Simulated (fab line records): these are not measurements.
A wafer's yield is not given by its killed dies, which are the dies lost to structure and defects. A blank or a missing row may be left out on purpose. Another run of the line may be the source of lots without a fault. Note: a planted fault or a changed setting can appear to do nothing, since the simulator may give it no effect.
Matching of chambers / flow n5-finfet / N5_BEOL_M7_ETCH_62 on rie-diel-04: 4 sister chambers
The step etches SOC in N2/H2, target depth 110 nm, overetch 22 nm, time 165 s. 18 wafers are shown with their chamber, then 9 later ones without.

WAFERS PAIRED WITH THEIR CHAMBERS
wafer=L077.1; chamber=2; showerhead-plenum-p-Torr (Torr)=2.64; throttle-valve-pct (%)=18.5; rf-vpp-V (V)=526.4
wafer=L077.3; chamber=3; showerhead-plenum-p-Torr (Torr)=2.64; throttle-valve-pct (%)=17.9; rf-vpp-V (V)=526.3
wafer=L077.5; chamber=3; showerhead-plenum-p-Torr (Torr)=2.64; throttle-valve-pct (%)=17.9; rf-vpp-V (V)=527.1
wafer=L076.1; chamber=3; showerhead-plenum-p-Torr (Torr)=2.64; throttle-valve-pct (%)=17.9; rf-vpp-V (V)=528.6
wafer=L076.3; chamber=0; showerhead-plenum-p-Torr (Torr)=2.50; throttle-valve-pct (%)=18.0; rf-vpp-V (V)=523.2
wafer=L076.6; chamber=1; showerhead-plenum-p-Torr (Torr)=2.55; throttle-valve-pct (%)=17.5; rf-vpp-V (V)=524.7
wafer=L079.3; chamber=2; showerhead-plenum-p-Torr (Torr)=2.64; throttle-valve-pct (%)=18.5; rf-vpp-V (V)=526.4
wafer=L079.4; chamber=0; showerhead-plenum-p-Torr (Torr)=2.50; throttle-valve-pct (%)=18.0; rf-vpp-V (V)=523.3
wafer=L079.6; chamber=2; showerhead-plenum-p-Torr (Torr)=2.64; throttle-valve-pct (%)=18.5; rf-vpp-V (V)=525.7
wafer=L080.1; chamber=3; showerhead-plenum-p-Torr (Torr)=2.64; throttle-valve-pct (%)=17.9; rf-vpp-V (V)=525.2
wafer=L080.2; chamber=2; showerhead-plenum-p-Torr (Torr)=2.64; throttle-valve-pct (%)=18.5; rf-vpp-V (V)=525.5
wafer=L080.6; chamber=3; showerhead-plenum-p-Torr (Torr)=2.64; throttle-valve-pct (%)=17.9; rf-vpp-V (V)=526.1
wafer=L081.2; chamber=2; showerhead-plenum-p-Torr (Torr)=2.63; throttle-valve-pct (%)=18.5; rf-vpp-V (V)=525.9
wafer=L081.4; chamber=1; showerhead-plenum-p-Torr (Torr)=2.55; throttle-valve-pct (%)=17.5; rf-vpp-V (V)=523.7
wafer=L081.5; chamber=3; showerhead-plenum-p-Torr (Torr)=2.64; throttle-valve-pct (%)=17.9; rf-vpp-V (V)=527.9
wafer=L092.2; chamber=2; showerhead-plenum-p-Torr (Torr)=2.63; throttle-valve-pct (%)=18.0; rf-vpp-V (V)=526.0
wafer=L092.5; chamber=1; showerhead-plenum-p-Torr (Torr)=2.54; throttle-valve-pct (%)=17.6; rf-vpp-V (V)=524.1
wafer=L092.6; chamber=0; showerhead-plenum-p-Torr (Torr)=2.49; throttle-valve-pct (%)=18.0; rf-vpp-V (V)=523.0

SIGNATURES (averages over the wafers above)
reading=showerhead-plenum-p-Torr; chamber 0=2.4967; chamber 1=2.5467; chamber 2=2.6367; chamber 3=2.6400; scatter within a chamber=0.00436
reading=throttle-valve-pct; chamber 0=18.000; chamber 1=17.533; chamber 2=18.417; chamber 3=17.900; scatter within a chamber=0.124
reading=rf-vpp-V; chamber 0=523.167; chamber 1=524.167; chamber 2=525.983; chamber 3=526.867; scatter within a chamber=0.803
Rule: a wafer lies at a distance from a chamber equal to the root of the sum of squares, over the readings, of (its reading less the chamber's mean, divided by the reading's scatter). If the next closest chamber is less than 2 further off than the closest, the wafer can't be placed; otherwise it belongs to the closest. The scatter is the square root of a quotient: the sum, over the shown wafers, of each reading's squared deviation from its chamber's mean, divided by wafers minus chambers.

WAFERS WHOSE CHAMBER IS MISSING
wafer=L095.1; showerhead-plenum-p-Torr (Torr)=2.54; throttle-valve-pct (%)=17.6; rf-vpp-V (V)=523.9
wafer=L095.5; showerhead-plenum-p-Torr (Torr)=2.63; throttle-valve-pct (%)=18.0; rf-vpp-V (V)=525.8
wafer=L095.6; showerhead-plenum-p-Torr (Torr)=2.63; throttle-valve-pct (%)=18.0; rf-vpp-V (V)=524.9
wafer=L097.1; showerhead-plenum-p-Torr (Torr)=2.53; throttle-valve-pct (%)=17.6; rf-vpp-V (V)=524.1
wafer=L097.4; showerhead-plenum-p-Torr (Torr)=2.62; throttle-valve-pct (%)=18.0; rf-vpp-V (V)=523.7
wafer=L097.5; showerhead-plenum-p-Torr (Torr)=2.53; throttle-valve-pct (%)=17.6; rf-vpp-V (V)=524.8
wafer=L096.1; showerhead-plenum-p-Torr (Torr)=2.48; throttle-valve-pct (%)=18.0; rf-vpp-V (V)=523.6
wafer=L096.2; showerhead-plenum-p-Torr (Torr)=2.53; throttle-valve-pct (%)=17.6; rf-vpp-V (V)=525.2
wafer=L096.3; showerhead-plenum-p-Torr (Torr)=2.62; throttle-valve-pct (%)=18.0; rf-vpp-V (V)=525.4

WHICH CHAMBER EACH WENT THROUGH
wafer=L095.1; from the rows above=1; in truth=1
wafer=L095.5; from the rows above=can't be placed: 3 or 2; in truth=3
wafer=L095.6; from the rows above=can't be placed: 3 or 2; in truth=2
wafer=L097.1; from the rows above=1; in truth=1
wafer=L097.4; from the rows above=can't be placed: 2 or 3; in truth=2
wafer=L097.5; from the rows above=1; in truth=1
wafer=L096.1; from the rows above=0; in truth=0
wafer=L096.2; from the rows above=1; in truth=1
wafer=L096.3; from the rows above=can't be placed: 3 or 2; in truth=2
5 of 9 placed correctly. These rows do not allow placing 4 (true chamber among the candidates in 4). Placed wrongly: 0.
